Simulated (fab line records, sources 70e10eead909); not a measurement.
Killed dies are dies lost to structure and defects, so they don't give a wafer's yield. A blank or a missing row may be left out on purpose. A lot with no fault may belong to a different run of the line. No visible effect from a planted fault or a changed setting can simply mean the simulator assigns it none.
fab line records	flow nandHarc	part 1 of 2: steps 1 to 4 of 6
[record] lots = 21	wafers = 63	lastDay = 33
route steps=1302 shown A_STAIRCASE@743
lots that met no fault: taken from a fault-free run of the same line
startH: the number of hours between the record's first day and the start of the first shown wafer of the lot	waitH: hours since the lot's step before	" same as the row above	L1.1+2: several wafers, shown together as one row	- no value, or no start given	* or withheld: withheld	< > ~ a bound
route shown NAME@n: a module of which the file shows steps, and the number in the route of the first	usual: mean/standard deviation of fault-free wafers	same: alike in all rows	chamber/n: place in a boat	sites: each site's reading	_std_site: standard deviation of those values	_edge_site: the outer-site mean with the inner-site mean subtracted	radiusMm: for every site, how far away it sits from the centre of the wafer	mask NAME#n: copy n	behind: tool/chamber where the wafer was last shaped	hold: why the lot went on hold/how many hours it stayed there/how the hold came to an end	device: names the non-switching transistor (n, p or np)	end of line: tests of these same wafers at the route's end	for a step that has no rows: nothing shown but its recipe	killed: count of dies lost to structure and defects at first sort (not the wafer's yield)	map: a wafer's dies, x killed, . not, _ none there
set.NAME: setting as actually run; set.NAME@STEP: the setting as run at that earlier step	model.NAME: the simulator's own value behind a step, which no gauge read
route steps across a sampled set of lots; one table per step, one row per wafer
services: a tool's chamber out of use, with start hour (startH, from the record's first day; less than 0 if before it), hours out, and reason
[[steps]]
[step NHARC_A_STAIRCASE_TRIM_229]
[recipe] timeS = 211.2	o2FlowSccm = 500	arFlowSccm = 0	biasW = 0	chemistry = O2
[usual] chamberPressureMTorr = 60.00/0.052	drypumpMotorCurrentA = 5.5/0.42	oesProductAu = 1.001/0.0076	rfVppV = 57.6/0.91	showerheadPlenumPTorr = 3.49/0.13	throttleValvePct = 17.038/0.0092
lot.wafer	tool	chamber	startH	waitH	chamberPressureMTorr	drypumpMotorCurrentA	oesProductAu	rfHoursCounterH	rfVppV	showerheadPlenumPTorr	throttleValvePct
L075.3	rieDiel-13	2	368.41	0.1	59.96	5.3	1.003	3	57.1	3.37	17.042
L075.2	"	1	"	"	59.99	5.9	0.997	3	57.8	3.61	17.041
L075.6	"	2	"	"	59.95	5.3	1.008	-	55.8	3.37	17.037
L074.3	rieDiel-13	2	371.66	0.1	60.07	5.3	1.012	4	56.1	3.37	17.039
L074.5	"	2	"	"	60.10	5.3	1.020	-	58.8	3.37	17.049
L074.6	"	3	"	"	59.95	5.5	1.011	-	57.1	3.31	17.044
L076.1	rieDiel-10	2	381.04	0.1	60.02	5.2	0.993	37	57.9	3.45	17.043
L076.4	"	0	"	"	59.93	5.7	0.997	43	58.2	3.39	17.034
L076.6	"	2	"	"	59.99	5.2	1.004	-	59.1	3.45	17.033
L077.1	rieDiel-02	2	387.77	0.1	60.05	5.4	1.014	56	58.4	3.53	17.026
L077.3	"	1	"	"	59.91	6.4	0.992	59	58.8	3.29	17.036
L077.6	"	2	"	"	59.97	5.4	1.021	-	58.8	3.53	17.028
L078.4	rieDiel-10	2	408.60	0.1	60.01	5.1	1.000	49	58.3	3.45	17.036
L078.3	"	0	"	"	60.02	5.7	1.002	59	57.6	3.38	17.038
L078.5	"	3	"	"	60.06	5.5	1.010	-	58.9	3.34	17.043
L081.3	rieDiel-13	2	436.13	0.1	60.01	5.3	1.005	19	57.3	3.36	17.058
L081.2	"	0	"	"	60.03	6.1	1.007	21	58.4	3.41	17.044
L081.6	"	3	"	"	59.96	5.4	0.997	-	57.6	3.30	17.040
L082.3	rieDiel-02	3	456.79	0.1	59.87	4.8	0.999	16	58.3	3.55	17.033
L082.2	"	0	"	"	60.00	5.3	0.999	14	58.3	3.63	17.026
L082.4	"	2	"	"	60.01	5.4	1.009	17	58.4	3.52	17.039
L083.1	rieDiel-10	1	463.49	0.1	59.98	5.7	0.997	11	57.7	3.53	17.039
L083.3	"	3	"	"	59.96	5.6	1.000	14	56.9	3.34	17.033
L083.2	"	0	"	"	60.12	5.7	0.994	13	57.1	3.38	17.031
L085.1	rieDiel-02	0	469.40	0.1	60.01	5.3	0.999	18	57.5	3.62	17.048
L085.4	"	1	"	"	59.99	6.4	1.004	20	57.4	3.80	17.046
L085.3	"	3	"	"	59.98	4.7	0.998	21	56.3	3.55	17.038
L084.2	rieDiel-02	2	473.71	0.1	60.04	5.4	1.010	22	57.5	3.52	17.038
L084.1	"	0	"	"	59.95	5.2	0.996	20	58.9	3.62	17.051
L084.5	"	2	"	"	60.00	5.4	1.001	-	57.9	3.52	17.036
L086.2	rieDiel-02	3	480.12	0.1	60.08	4.7	1.002	24	57.7	3.55	17.019
L086.3	"	0	"	"	59.99	5.3	1.006	22	58.6	3.62	17.053
L086.5	"	0	"	"	60.03	5.2	1.003	-	58.0	3.62	17.022
L087.2	rieDiel-10	1	480.53	0.1	60.09	5.6	1.006	20	58.3	3.52	17.031
L087.4	"	2	"	"	60.03	5.2	1.001	9	57.2	3.44	17.052
L087.5	"	2	"	"	59.99	5.2	0.992	-	57.0	3.44	17.030
L088.2	rieDiel-13	3	509.46	0.1	60.01	5.4	1.007	48	56.9	3.28	17.044
L088.1	"	1	"	"	60.02	5.9	1.007	47	57.0	3.58	17.040
L088.6	"	3	"	"	59.95	5.4	1.004	-	58.5	3.28	17.044
L091.1	rieDiel-10	2	539.57	0.1	60.03	5.2	0.985	27	56.0	3.43	17.051
L091.6	"	1	"	"	59.94	5.7	0.994	-	57.7	3.51	17.041
L091.5	"	2	"	"	59.99	5.2	1.003	-	57.6	3.43	17.045
L090.2	rieDiel-02	1	539.92	0.2	60.06	6.4	0.990	46	58.5	3.78	17.027
L090.6	"	3	"	"	60.04	4.8	0.997	-	56.5	3.54	17.032
L090.5	"	0	"	"	59.96	5.3	0.992	-	59.1	3.61	17.047
L092.3	rieDiel-02	2	555.16	0.1	60.00	5.4	1.018	48	58.3	3.50	17.040
L092.4	"	3	"	"	59.87	4.8	1.013	54	58.4	3.53	17.046
L092.2	"	1	"	"	60.00	6.4	1.003	52	58.2	3.78	17.030
L093.1	rieDiel-10	2	555.36	0.1	59.99	5.2	0.995	36	56.9	3.42	17.033
L093.4	"	0	"	"	60.10	5.7	0.993	47	57.4	3.36	17.017
L093.6	"	1	"	"	60.09	5.7	1.003	-	59.1	3.51	17.036
L094.2	rieDiel-13	0	565.08	0.1	60.05	6.1	1.001	10	58.0	3.39	17.057
L094.3	"	3	"	"	59.95	5.4	1.004	10	59.3	3.80	17.037
L094.6	"	0	"	"	60.04	6.1	1.006	-	58.1	3.39	17.044
L096.2	rieDiel-10	2	583.43	0.2	59.97	5.2	0.989	47	57.4	3.42	17.032
L096.1	"	3	"	"	60.03	5.5	1.005	60	56.9	3.31	17.030
L096.6	"	1	"	"	60.08	5.6	1.003	-	57.2	3.50	17.049
L095.1	rieDiel-02	2	583.71	0.1	60.02	5.4	0.991	1	56.3	3.50	17.050
L095.2	"	3	"	"	60.03	4.7	0.994	1	58.2	3.53	17.024
L095.4	"	0	"	"	60.04	5.2	1.001	1	57.4	3.60	17.049
L097.2	rieDiel-10	0	589.00	0.1	60.00	5.7	0.998	59	56.7	3.35	17.022
L097.1	"	1	"	"	60.01	5.6	0.992	57	58.6	3.50	17.046
L097.5	"	3	"	"	60.00	5.5	1.009	-	57.9	3.31	17.047
[step NHARC_A_STAIRCASE_TRIM_231]
[recipe] timeS = 211.2	o2FlowSccm = 500	arFlowSccm = 0	biasW = 0	chemistry = O2
[usual] chamberPressureMTorr = 60.00/0.052	drypumpMotorCurrentA = 5.5/0.43	oesProductAu = 1.001/0.0076	rfVppV = 57.8/0.93	showerheadPlenumPTorr = 3.50/0.14	throttleValvePct = 17.036/0.0095
lot.wafer	tool	chamber	startH	waitH	chamberPressureMTorr	drypumpMotorCurrentA	oesProductAu	rfHoursCounterH	rfVppV	showerheadPlenumPTorr	throttleValvePct
L075.3	rieDiel-13	2	-	-	59.96	5.3	1.001	3	57.4	3.37	17.046
L075.2	"	0	"	"	60.01	6.1	0.996	3	55.7	3.42	17.046
L075.6	"	1	"	"	60.08	5.9	1.001	-	57.9	3.61	17.039
L074.3	rieDiel-13	2	-	-	59.92	5.3	1.003	4	56.9	3.37	17.038
L074.5	"	0	"	"	59.99	6.1	1.002	-	58.8	3.42	17.038
L074.6	"	1	"	"	59.99	5.9	0.998	-	57.4	3.60	17.030
L076.1	rieDiel-10	0	-	-	60.00	5.7	0.984	43	57.2	3.39	17.043
L076.4	"	1	"	"	59.94	5.6	1.001	36	56.9	3.54	17.023
L076.6	"	2	"	"	60.03	5.2	0.991	-	56.8	3.45	17.022
L077.1	rieDiel-02	2	-	-	59.99	5.4	1.002	56	57.2	3.53	17.034
L077.3	"	3	"	"	60.06	4.8	1.002	54	58.7	3.56	17.020
L077.6	"	2	"	"	59.95	5.4	1.006	-	60.1	3.53	17.038
L078.3	rieDiel-10	2	-	-	59.99	5.2	0.998	49	55.5	3.44	17.035
L078.4	"	3	"	"	60.02	5.6	1.002	54	57.8	3.34	17.029
L078.5	"	2	"	"	59.95	5.2	0.996	-	57.1	3.45	17.040
L081.3	rieDiel-13	2	-	-	59.99	5.3	1.027	19	57.1	3.36	17.044
L081.2	"	0	"	"	59.91	6.1	1.010	21	56.8	3.41	17.031
L081.6	"	2	"	"	59.98	5.3	1.010	-	55.7	3.36	17.037
L082.2	rieDiel-02	0	-	-	60.11	5.3	0.986	14	57.8	3.63	17.036
L082.3	"	1	"	"	60.04	6.4	0.996	17	57.8	3.80	17.054
L082.4	"	3	"	"	59.95	4.7	1.000	16	59.2	3.55	17.032
L083.3	rieDiel-10	3	-	-	60.04	5.6	1.001	14	56.8	3.34	17.046
L083.1	"	0	"	"	60.02	5.7	0.981	13	58.8	3.38	17.034
L083.2	"	1	"	"	59.99	5.7	0.997	11	56.9	3.53	17.040
L085.3	rieDiel-02	2	-	-	59.96	5.4	1.008	21	59.0	3.52	17.067
L085.4	"	3	"	"	60.04	4.7	1.001	21	57.1	3.55	17.022
L085.1	"	0	"	"	60.01	5.3	1.008	19	57.8	3.62	17.021
L084.2	rieDiel-02	0	-	-	60.05	5.3	0.997	20	58.2	3.62	17.034
L084.1	"	2	"	"	60.05	5.4	1.009	22	58.8	3.52	17.029
L084.5	"	1	"	"	59.94	6.4	0.993	-	59.1	3.80	17.025
L086.3	rieDiel-02	0	-	-	59.96	5.3	1.003	23	57.4	3.62	17.022
L086.2	"	1	"	"	59.95	6.4	0.997	24	58.2	3.79	17.038
L086.5	"	0	"	"	59.92	5.3	1.002	-	57.4	3.62	17.044
L087.2	rieDiel-10	1	-	-	60.07	5.6	1.004	20	58.4	3.52	17.032
L087.4	"	3	"	"	60.03	5.5	0.994	23	57.6	3.33	17.041
L087.5	"	1	"	"	59.91	5.6	1.007	-	58.7	3.52	17.050
L088.2	rieDiel-13	0	-	-	59.97	6.0	1.000	47	58.4	3.40	17.024
L088.1	"	1	"	"	60.02	5.9	1.003	47	58.4	3.58	17.026
L088.6	"	0	"	"	60.07	6.1	1.010	-	59.4	3.40	17.014
L091.1	rieDiel-10	3	-	-	59.97	5.5	1.005	45	58.3	3.32	17.038
L091.6	"	0	"	"	60.02	5.7	0.985	-	56.6	3.36	17.031
L091.5	"	1	"	"	60.10	5.7	1.015	-	57.3	3.51	17.031
L090.2	rieDiel-02	0	-	-	59.99	5.3	1.002	44	57.2	3.61	17.031
L090.5	"	1	"	"	59.98	6.4	0.997	-	58.9	3.78	17.015
L090.6	"	2	"	"	60.00	5.4	1.007	-	58.4	3.51	17.045
L092.3	rieDiel-02	1	-	-	60.01	6.4	0.993	52	56.9	3.78	17.040
L092.2	"	2	"	"	59.99	5.4	0.999	49	57.5	3.50	17.031
L092.4	"	3	"	"	60.01	4.8	1.007	54	56.4	3.53	17.040
L093.1	rieDiel-10	0	-	-	60.03	5.7	0.982	47	57.7	3.36	17.037
L093.4	"	1	"	"	60.08	5.7	1.000	44	57.0	3.51	17.042
L093.6	"	2	"	"	59.98	5.2	0.991	-	56.6	3.42	17.036
L094.2	rieDiel-13	2	-	-	60.05	5.3	0.987	10	58.4	3.34	17.031
L094.3	"	3	"	"	59.86	5.4	1.012	10	60.3	3.80	17.029
L094.6	"	1	"	"	59.98	5.9	1.005	-	56.8	3.57	17.037
L096.1	rieDiel-10	1	-	-	59.98	5.7	1.005	55	58.9	3.50	17.032
L096.2	"	3	"	"	60.06	5.5	1.008	60	57.3	3.31	17.027
L096.6	"	0	"	"	60.02	5.7	0.989	-	58.0	3.35	17.040
L095.1	rieDiel-02	2	-	-	60.07	5.4	1.001	1	56.9	3.50	17.032
L095.4	"	0	"	"	60.03	5.2	1.004	1	56.9	3.60	17.051
L095.2	"	1	"	"	59.95	6.4	0.992	2	58.2	3.77	17.027
L097.2	rieDiel-10	0	-	-	60.04	5.7	1.005	60	58.0	3.35	17.031
L097.1	"	1	"	"	59.93	5.7	0.998	57	59.3	3.50	17.036
L097.5	"	2	"	"	59.96	5.2	0.996	-	59.0	3.42	17.030
[step NHARC_A_STAIRCASE_ETCH_234]
[recipe] targetDepthA = 1000	timeS = 40.5	ionEnergyEv = 400	c4f8FlowSccm = 20	o2FlowSccm = 10	arFlowSccm = withheld	rfW = 600	biasW = 1000	chemistry = C4F8/O2
[usual] chamberPressureMTorr = 25.001/0.022	oesProductAu = 0.947/0.01	rfVppV = 895/5
lot.wafer	tool	chamber	startH	waitH	chamberPressureMTorr	oesProductAu	rfHoursCounterH	rfVppV
L075.2	rieDiel-13	3	-	-	25.028	0.963	3	889
L075.3	"	2	"	"	25.013	0.957	4	890
L075.6	"	0	"	"	24.979	0.955	-	891
L074.3	rieDiel-13	2	-	-	25.004	0.962	5	888
L074.5	"	1	"	"	25.001	0.947	-	898
L074.6	"	2	"	"	25.017	0.962	-	891
L076.1	rieDiel-10	2	-	-	25.037	0.929	37	892
L076.4	"	3	"	"	25.033	0.957	40	888
L076.6	"	1	"	"	25.001	0.949	-	897
L077.1	rieDiel-02	1	-	-	24.975	0.940	59	888
L077.3	"	3	"	"	24.974	0.962	55	898
L077.6	"	2	"	"	25.025	0.948	-	895
L078.4	rieDiel-10	1	-	-	24.995	0.953	51	896
L078.3	"	2	"	"	24.994	0.952	50	894
L078.5	"	3	"	"	25.010	0.936	-	890
L081.3	rieDiel-13	0	-	-	24.976	0.951	21	892
L081.2	"	1	"	"	24.964	0.934	19	898
L081.6	"	2	"	"	24.981	0.953	-	890
L082.3	rieDiel-02	2	-	-	24.983	0.950	17	896
L082.2	"	3	"	"	25.028	0.958	16	895
L082.4	"	0	"	"	24.988	0.936	15	900
L083.3	rieDiel-10	1	-	-	24.993	0.952	11	896
L083.1	"	3	"	"	25.005	0.952	14	889
L083.2	"	0	"	"	24.983	0.937	13	890
L085.4	rieDiel-02	1	-	-	24.972	0.938	20	907
L085.3	"	2	"	"	25.021	0.967	21	895
L085.1	"	3	"	"	24.990	0.959	21	897
L084.2	rieDiel-02	3	-	-	25.010	0.951	22	897
L084.1	"	0	"	"	24.999	0.938	20	899
L084.5	"	1	"	"	24.982	0.943	-	905
L086.3	rieDiel-02	1	-	-	24.988	0.931	24	906
L086.2	"	0	"	"	24.987	0.938	23	899
L086.5	"	0	"	"	24.964	0.937	-	900
L087.2	rieDiel-10	3	-	-	25.021	0.946	23	888
L087.4	"	2	"	"	25.009	0.928	10	894
L087.5	"	0	"	"	25.020	0.932	-	888
L088.1	rieDiel-13	3	-	-	25.008	0.951	48	886
L088.2	"	0	"	"	24.982	0.948	48	890
L088.6	"	2	"	"	25.003	0.942	-	891
L091.1	rieDiel-10	3	-	-	24.983	0.950	45	888
L091.6	"	1	"	"	25.044	0.958	-	896
L091.5	"	2	"	"	24.974	0.938	-	892
L090.2	rieDiel-02	1	-	-	24.959	0.959	48	906
L090.5	"	0	"	"	24.995	0.962	-	900
L090.6	"	1	"	"	25.047	0.960	-	906
L092.2	rieDiel-02	2	-	-	24.997	0.956	49	895
L092.4	"	3	"	"	24.988	0.955	55	896
L092.3	"	0	"	"	25.029	0.952	48	896
L093.1	rieDiel-10	2	-	-	25.003	0.952	36	891
L093.4	"	3	"	"	25.017	0.938	51	889
L093.6	"	2	"	"	25.002	0.942	-	893
L094.2	rieDiel-13	1	-	-	25.012	0.956	10	898
L094.3	"	2	"	"	24.968	0.946	10	890
L094.6	"	2	"	"	24.996	0.942	-	889
L096.2	rieDiel-10	0	-	-	24.989	0.931	57	889
L096.1	"	1	"	"	25.009	0.939	55	894
L096.6	"	1	"	"	25.026	0.942	-	894
L095.2	rieDiel-02	3	-	-	25.030	0.950	1	896
L095.1	"	0	"	"	24.951	0.938	2	898
L095.4	"	1	"	"	24.987	0.933	2	904
L097.2	rieDiel-10	0	-	-	24.985	0.934	60	889
L097.1	"	1	"	"	25.049	0.946	57	895
L097.5	"	0	"	"	24.972	0.931	-	891
[step NHARC_A_STAIRCASE_STRIP_238]
[recipe] powerW = 1500	tempC = 250	chemistry = O2
[usual] drypumpMotorCurrentA = 5.6/0.53	heaterPowerW = 334/19	rfReflPowerW = 20/3.9
lot.wafer	tool	chamber	startH	waitH	drypumpMotorCurrentA	heaterPowerW	rfHoursCounterH	rfReflPowerW
L075.2	plasmaAsher-02	0	369.52	0.1	6.5	365	23	-
L075.3	"	1	"	"	5.8	369	-	-
L075.6	"	1	"	"	5.8	363	-	-
L074.3	plasmaAsher-02	1	372.87	0.2	5.8	367	-	17
L074.5	"	0	"	"	6.5	371	-	20
L074.6	"	1	"	"	5.8	366	-	16
L076.1	plasmaAsher-01	1	382.15	0.1	5.1	319	6	25
L076.4	"	1	"	"	5.1	319	-	26
L076.6	"	1	"	"	5.1	324	-	25
L077.1	plasmaAsher-01	1	388.88	0.1	5.0	322	6	25
L077.3	"	0	"	"	5.4	325	-	17
L077.6	"	1	"	"	5.1	323	-	25
L078.4	plasmaAsher-02	1	409.76	0.2	5.8	363	-	-
L078.3	"	0	"	"	6.5	373	-	-
L078.5	"	0	"	"	6.5	360	-	-
L081.2	plasmaAsher-01	1	437.20	0.1	5.0	318	17	25
L081.3	"	0	"	"	5.4	320	-	17
L081.6	"	0	"	"	5.4	325	-	16
L082.2	plasmaAsher-01	1	457.93	0.1	5.1	324	23	-
L082.4	"	0	"	"	5.3	321	-	-
L082.3	"	1	"	"	5.1	324	-	-
L083.2	plasmaAsher-02	1	464.72	0.1	5.8	333	6	16
L083.1	"	0	"	"	6.5	363	6	20
L083.3	"	0	"	"	6.5	359	-	20
L085.1	plasmaAsher-01	1	470.47	0.1	5.1	324	25	26
L085.3	"	1	"	"	5.1	326	-	25
L085.4	"	0	"	"	5.3	318	-	17
L084.1	plasmaAsher-01	0	474.92	0.1	5.3	332	26	17
L084.2	"	1	"	"	5.0	312	26	26
L084.5	"	0	"	"	5.3	325	-	17
L086.2	plasmaAsher-02	0	481.40	0.1	6.5	351	10	20
L086.3	"	0	"	"	6.5	365	-	20
L086.5	"	1	"	"	5.8	337	-	16
L087.2	plasmaAsher-01	1	482.02	0.1	5.1	324	28	-
L087.4	"	0	"	"	5.3	330	-	-
L087.5	"	0	"	"	5.3	319	-	-
L088.1	plasmaAsher-02	0	510.63	0.1	6.5	364	15	-
L088.2	"	1	"	"	5.8	338	15	-
L088.6	"	0	"	"	6.5	358	-	-
L091.1	plasmaAsher-02	0	543.47	0.1	6.5	363	22	20
L091.6	"	1	"	"	5.9	348	-	17
L091.5	"	0	"	"	6.5	354	-	20
L090.2	plasmaAsher-02	0	543.71	0.1	6.5	365	22	20
L090.6	"	0	"	"	6.5	352	-	19
L090.5	"	1	"	"	5.8	338	-	17
L092.2	plasmaAsher-01	1	556.27	0.1	5.1	327	5	26
L092.3	"	1	"	"	5.1	327	-	25
L092.4	"	0	"	"	5.3	310	-	16
L093.1	plasmaAsher-02	0	556.40	0.1	6.5	367	25	-
L093.4	"	1	"	"	5.8	334	-	-
L093.6	"	0	"	"	6.5	355	-	-
L094.2	plasmaAsher-01	0	566.19	0.1	5.3	315	8	-
L094.3	"	1	"	"	5.0	318	-	-
L094.6	"	1	"	"	5.1	320	-	-
L096.2	plasmaAsher-02	1	584.60	0.1	5.8	333	31	17
L096.1	"	0	"	"	6.5	363	31	19
L096.6	"	1	"	"	5.8	337	-	18
L095.2	plasmaAsher-01	1	584.76	0.1	5.1	310	12	25
L095.1	"	0	"	"	5.4	318	12	16
L095.4	"	1	"	"	5.0	314	-	25
L097.2	plasmaAsher-01	1	590.04	0.1	5.0	327	14	25
L097.1	"	0	"	"	5.3	318	14	18
L097.5	"	0	"	"	5.4	306	-	17
